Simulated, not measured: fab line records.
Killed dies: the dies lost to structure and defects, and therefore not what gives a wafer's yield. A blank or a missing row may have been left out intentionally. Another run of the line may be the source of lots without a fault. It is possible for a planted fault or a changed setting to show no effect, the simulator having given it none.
Which tool is to blame? | flow n5 finfet | 30 wafers from 11 lots sampled at 4 of the route's 1938 steps

WHAT THE GAUGES READ, wafer by wafer
No reading from a measuring or inspecting step in the record can be judged against a usual standard deviation.

EACH LOT AND THE TOOL THAT RAN IT (in order: tool; ch and the chambers of the sampled wafers; start)
lot  | N5_BEOL_M11_STRIP_67               | N5_BEOL_M11_STRIP_36               | N5_BEOL_M11_CURE_72           | N5_BEOL_M11_DEP_56
L960 | rie diel-03 ch 1,2,3, day 11 04:23 | rie diel-05 ch 1,2,3, day 11 07:21 | uv cure-02 ch 2, day 11 07:46 | pecvd-03 ch 0,1,2, day 11 09:59
L963 | rie diel-02 ch 0,3, day 12 07:58   | rie diel-03 ch 2,3, day 12 09:19   | uv cure-03 ch 1, day 12 09:47 | pecvd-04 ch 0,1, day 12 11:56
L964 | rie diel-03 ch 0,2, day 12 16:59   | rie diel-02 ch 1,2,3, day 12 19:05 | uv cure-03 ch 2, day 12 19:30 | pecvd-04 ch 0,1, day 12 21:40
L965 | rie diel-02 ch 0,1,2, day 12 20:43 | rie diel-03 ch 1,2, day 12 22:44   | uv cure-01 ch 2, day 12 23:10 | pecvd-01 ch 0,1,2, day 13 01:18
L966 | rie diel-03 ch 0,1,3, day 13 04:16 | rie diel-02 ch 0,1, day 13 06:42   | uv cure-01 ch 0, day 13 07:20 | pecvd-04 ch 0,1,2, day 13 10:10
L967 | rie diel-02 ch 0,1,2, day 13 04:44 | rie diel-03 ch 0,1, day 13 06:32   | uv cure-01 ch 0, day 13 06:59 | pecvd-04 ch 1,2, day 13 09:21
L972 | rie diel-05 ch 0,2,3, day 14 15:26 | rie diel-02 ch 0,1,3, day 14 17:57 | uv cure-03 ch 2, day 14 19:26 | pecvd-03 ch 1,2, day 14 22:41
L973 | rie diel-02 ch 0,2,3, day 15 01:16 | rie diel-02 ch 1,2,3, day 15 04:56 | uv cure-01 ch 1, day 15 05:21 | pecvd-03 ch 0,1,2, day 15 07:50
L974 | rie diel-02 ch 1,2, day 15 06:13   | rie diel-02 ch 0,3, day 15 07:41   | uv cure-03 ch 1, day 15 08:09 | pecvd-01 ch 0,2, day 15 10:06
L977 | rie diel-05 ch 0,2, day 15 21:39   | rie diel-05 ch 0,1, day 15 23:35   | uv cure-03 ch 0, day 16 00:07 | pecvd-01 ch 1, day 16 02:02
L976 | rie diel-05 ch 2, day 16 05:47     | rie diel-05 ch 0,2, day 16 08:19   | uv cure-03 ch 0, day 16 08:44 | pecvd-03 ch 0,1, day 16 11:17
- N5_BEOL_M11_STRIP_67: strips in CF4.
- N5_BEOL_M11_STRIP_36: strips in N2/H2.
- N5_BEOL_M11_CURE_72: cures SiCOH lowk, time 120 s.
- N5_BEOL_M11_DEP_56: deposits SiCN from 3MS/NH3, target thk 30 nm, time 10.5 s.

WHAT THE TOOLS THEMSELVES READ (means of the sampled wafers that have a number; where no wafer has one, the mark that the record gives instead)
N5_BEOL_M11_STRIP_67.
lot  | tool        | chamber pressure mTorr (mTorr) | drypump motor current A (A) | oes product au (a.u.) | rf vpp V (V) | showerhead plenum p Torr (Torr) | throttle valve pct (%)
L960 | rie diel-03 | 49.99                          | 5.2                         | 0.79                  | 271.9        | 1.80                            | 13.51
L963 | rie diel-02 | 50.00                          | 5.8                         | 0.78                  | 273.4        | 1.87                            | 13.52
L964 | rie diel-03 | 49.97                          | 5.1                         | 0.85                  | 271.3        | 1.82                            | 13.47
L965 | rie diel-02 | 50.02                          | 5.5                         | 0.82                  | 271.9        | 1.83                            | 13.39
L966 | rie diel-03 | 49.98                          | 5.4                         | 0.74                  | 270.0        | 1.79                            | 13.59
L967 | rie diel-02 | 49.96                          | 5.5                         | 0.81                  | 272.4        | 1.83                            | 13.40
L972 | rie diel-05 | 50.03                          | 6.1                         | 0.85                  | 272.1        | 1.79                            | 13.59
L973 | rie diel-02 | 49.99                          | 5.6                         | 0.77                  | 272.0        | 1.84                            | 13.58
L974 | rie diel-02 | 50.03                          | 5.3                         | 0.77                  | 272.0        | 1.79                            | 13.56
L977 | rie diel-05 | 50.03                          | 6.3                         | 0.90                  | 271.8        | 1.83                            | 13.52
L976 | rie diel-05 | 50.00                          | 6.4                         | 0.90                  | 272.8        | 1.90                            | 13.48

N5_BEOL_M11_STRIP_36.
lot  | tool        | chamber pressure mTorr (mTorr) | drypump motor current A (A) | oes product au (a.u.) | rf vpp V (V) | showerhead plenum p Torr (Torr) | throttle valve pct (%)
L960 | rie diel-05 | 19.99                          | 5.7                         | 0.70                  | 57.1         | 2.48                            | 23.78
L963 | rie diel-03 | 19.97                          | 5.0                         | 0.83                  | 59.0         | 2.56                            | 23.58
L964 | rie diel-02 | 20.05                          | 5.4                         | 0.77                  | 60.1         | 2.57                            | 23.60
L965 | rie diel-03 | 19.97                          | 5.0                         | 0.85                  | 57.0         | 2.57                            | 23.48
L966 | rie diel-02 | 19.98                          | 5.6                         | 0.85                  | 60.5         | 2.61                            | 23.28
L967 | rie diel-03 | 19.93                          | 5.5                         | 0.76                  | 58.7         | 2.54                            | 23.59
L972 | rie diel-02 | 20.01                          | 5.7                         | 0.80                  | 59.8         | 2.62                            | 23.25
L973 | rie diel-02 | 20.01                          | 5.4                         | 0.76                  | 59.3         | 2.57                            | 23.60
L974 | rie diel-02 | 19.99                          | 5.8                         | 0.78                  | 59.4         | 2.64                            | 23.15
L977 | rie diel-05 | 19.96                          | 5.7                         | 0.95                  | 59.2         | 2.54                            | 23.48
L976 | rie diel-05 | 20.00                          | 6.5                         | 0.92                  | 56.4         | 2.59                            | 23.68

N5_BEOL_M11_CURE_72.
lot  | tool       | lamp power pct (%) | run length s (s) | wafer_temp_C_max
L960 | uv cure-02 | 52.33              | 181.4            | 372.5
L963 | uv cure-03 | 52.30              | 178.7            | 371.4
L964 | uv cure-03 | 52.31              | 177.9            | 371.2
L965 | uv cure-01 | 52.31              | 179.0            | 371.3
L966 | uv cure-01 | 52.28              | 177.6            | 371.3
L967 | uv cure-01 | 52.26              | 177.4            | 371.5
L972 | uv cure-03 | 52.32              | 178.3            | 371.9
L973 | uv cure-01 | 52.30              | 177.6            | 371.7
L974 | uv cure-03 | 51.66              | 165.8            | 371.5
L977 | uv cure-03 | 51.08              | 151.8            | 372.0
L976 | uv cure-03 | 51.68              | 164.8            | 371.6

N5_BEOL_M11_DEP_56.
lot  | tool     | showerhead plenum p Torr (Torr) | throttle valve pct (%)
L960 | pecvd-03 | 4.165                           | 17.6
L963 | pecvd-04 | 4.178                           | 17.6
L964 | pecvd-04 | 4.177                           | 17.8
L965 | pecvd-01 | 4.185                           | 17.8
L966 | pecvd-04 | 4.174                           | 17.9
L967 | pecvd-04 | 4.165                           | 18.0
L972 | pecvd-03 | 4.171                           | 18.4
L973 | pecvd-03 | 4.162                           | 17.6
L974 | pecvd-01 | 4.184                           | 17.6
L977 | pecvd-01 | 4.179                           | 18.0
L976 | pecvd-03 | 4.168                           | 17.2

THE ANSWER, worked out from the rows above alone
Rule: the lots themselves supply what counts as usual. Put in order of their means at a reading, lots are off if they are a third of the lots or fewer, leave a main group of 4 or more, and stand apart from it by a gap of 3 or more times the standard deviation of the main group's means; of several such gaps the widest counts. A main group is skipped when, at the precision printed for the reading in the tables above, its means are all equal. A lot without any number at a reading at which 4 lots or more have one is off too. All remaining lots with rows at the step are treated as sound. The gauges are gone through in route order, then the tools' own readings, and for those a lot's mean is taken as printed above. At the first step where some lot is off, the reading lying furthest off is the one used; lots without a number count as furthest.
Off, at N5_BEOL_M11_CURE_72 on lamp power pct: L974, L977, L976. Main group: mean 52.30 %, sd 0.021.
If a tool, at that step or one of the process steps before it, ran each lot that is off and ran no sound lot following the first of them, it fits. One fits: uv cure-03 at N5_BEOL_M11_CURE_72. A fault onset in the window from L972 (day 14 19:26, its last sound lot) to L974 (day 15 08:09, its first lot off) fits.
The tool's own readings at N5_BEOL_M11_CURE_72 bear it out: on the lots that are off they differ by more than 5 times the standard deviation of the sound lots' means. lamp power pct reads 51.47 % there against 52.30 % on the sound lots; run length s reads 160.8 s there against 178.5 s on the sound lots.

WHAT THE SIMULATOR HAD PUT IN
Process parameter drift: uv cure-03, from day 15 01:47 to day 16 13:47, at N5_BEOL_M11_CURE_72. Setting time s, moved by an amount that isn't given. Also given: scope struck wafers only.
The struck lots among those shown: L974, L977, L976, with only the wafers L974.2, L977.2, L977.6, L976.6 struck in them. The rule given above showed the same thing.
